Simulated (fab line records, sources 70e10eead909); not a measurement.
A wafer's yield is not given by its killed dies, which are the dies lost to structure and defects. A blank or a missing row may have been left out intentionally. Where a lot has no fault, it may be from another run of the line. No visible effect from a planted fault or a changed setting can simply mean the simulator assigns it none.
Matching of chambers    flow nand-harc    NHARC_P_ZERO_WELL_ETCH_65 on rie-diel-01: 4 sister chambers
The step etches the open film in N2/H2, target depth 80 nm, overetch 24 nm, time 87.88 s. 16 wafers are shown with their chamber, then 8 later ones without.

== EACH WAFER AND ITS CHAMBER ==
wafer   chamber  drypump-motor-current-A (A)  rf-vpp-V (V)  oes-product-au (a.u.)
L074.1  2        5.7                          432.1         1.009
L074.5  1        5.2                          426.4         1.001
L074.6  2        5.7                          432.6         1.018
L076.1  2        5.7                          432.2         1.018
L076.3  1        5.2                          426.2         1.007
L076.4  0        6.3                          430.7         1.007
L077.1  1        5.2                          425.7         0.986
L077.4  2        5.7                          433.3         1.003
L077.6  3        5.5                          432.9         1.001
L081.2  1        5.2                          426.9         1.002
L081.3  3        5.5                          431.8         1.010
L081.4  0        6.3                          430.9         1.008
L084.1  2        5.7                          432.1         1.003
L084.3  3        5.6                          432.2         1.008
L084.5  0        6.3                          432.5         1.016
L091.1  2        5.7                          431.6         1.007

SIGNATURES (means of the wafers above)
reading                  chamber 0  chamber 1  chamber 2  chamber 3  scatter within a chamber
drypump-motor-current-A  6.300      5.200      5.700      5.533      0.0236
rf-vpp-V                 431.367    426.300    432.317    432.300    0.644
oes-product-au           1.01033    0.99900    1.00967    1.00633    0.00692
Rule: a wafer lies at a distance from a chamber equal to the root of the sum of squares, over the readings, of (its reading less the chamber's mean, divided by the reading's scatter). The wafer belongs to the nearest chamber; if the next one is less than 2 further off, it can't be placed. The scatter: take each reading less its chamber's mean, square it, sum over the shown wafers, divide by the number of wafers less the number of chambers, and take the root.

== WAFERS WHOSE CHAMBER IS MISSING ==
wafer   drypump-motor-current-A (A)  rf-vpp-V (V)  oes-product-au (a.u.)
L091.3  6.3                          431.5         0.997
L091.4  5.7                          433.8         1.003
L094.1  6.3                          429.8         1.000
L094.5  5.5                          432.9         0.994
L094.6  6.3                          429.5         1.006
L097.3  5.5                          433.6         0.995
L097.4  5.7                          432.1         0.997
L097.6  5.7                          433.1         1.000

== WHICH CHAMBER EACH WENT THROUGH ==
wafer   from the rows above  in truth
L091.3  0                    0
L091.4  2                    2
L094.1  0                    0
L094.5  3                    3
L094.6  0                    0
L097.3  3                    3
L097.4  2                    2
L097.6  2                    2
Placed correctly: 8 of 8. Left unplaced by these rows: 0. Wrongly placed: 0.
